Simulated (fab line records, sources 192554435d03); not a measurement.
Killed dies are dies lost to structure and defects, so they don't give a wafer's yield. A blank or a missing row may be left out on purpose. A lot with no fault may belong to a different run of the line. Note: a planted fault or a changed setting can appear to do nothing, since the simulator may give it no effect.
Chamber matching	flow n5-finfet	4 sister chambers for N5_SPACER0_ALD_08 on ald-sin-03
The step deposits SiNx, target thk 2 nm. 15 wafers are shown with their chamber, then 7 later ones without.

## WAFERS PAIRED WITH THEIR CHAMBERS
wafer	chamber	heater-power-w (W)
L930.1	3	770
L930.3	0	950
L930.6	2	697
L931.2	3	794
L931.4	1	809
L931.6	0	945
L933.1	0	962
L933.5	3	760
L933.6	0	946
L934.3	3	759
L934.4	1	807
L934.5	0	928
L936.1	3	767
L936.2	0	915
L936.4	2	692

SIGNATURES (means of the wafers above)
reading	chamber 0	chamber 1	chamber 2	chamber 3	scatter within a chamber
heater-power-w	941.00	808.00	694.50	770.00	14.2
Rule: for each reading, subtract the chamber's mean from the wafer's reading, divide by that reading's scatter and square the result; add these up over the readings and take the root, which gives the wafer's distance from the chamber. If the next closest chamber is less than 2 further off than the closest, the wafer can't be placed; otherwise it belongs to the closest. The scatter: take each reading less its chamber's mean, square it, sum over the shown wafers, divide by the number of wafers less the number of chambers, and take the root.

## WAFERS WHOSE CHAMBER IS MISSING
wafer	heater-power-w (W)
L937.3	777
L937.4	922
L938.3	784
L938.4	953
L938.5	940
L939.2	830
L939.5	817

## EACH ONE'S CHAMBER
wafer	from the rows above	in truth
L937.3	can't be placed: 3 or 1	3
L937.4	0	0
L938.3	can't be placed: 3 or 1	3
L938.4	0	0
L938.5	0	0
L939.2	1	1
L939.5	1	1
Correct placement for 5 of the 7. These rows do not allow placing 2 (true chamber among the candidates in 2). Number placed wrongly: 0.
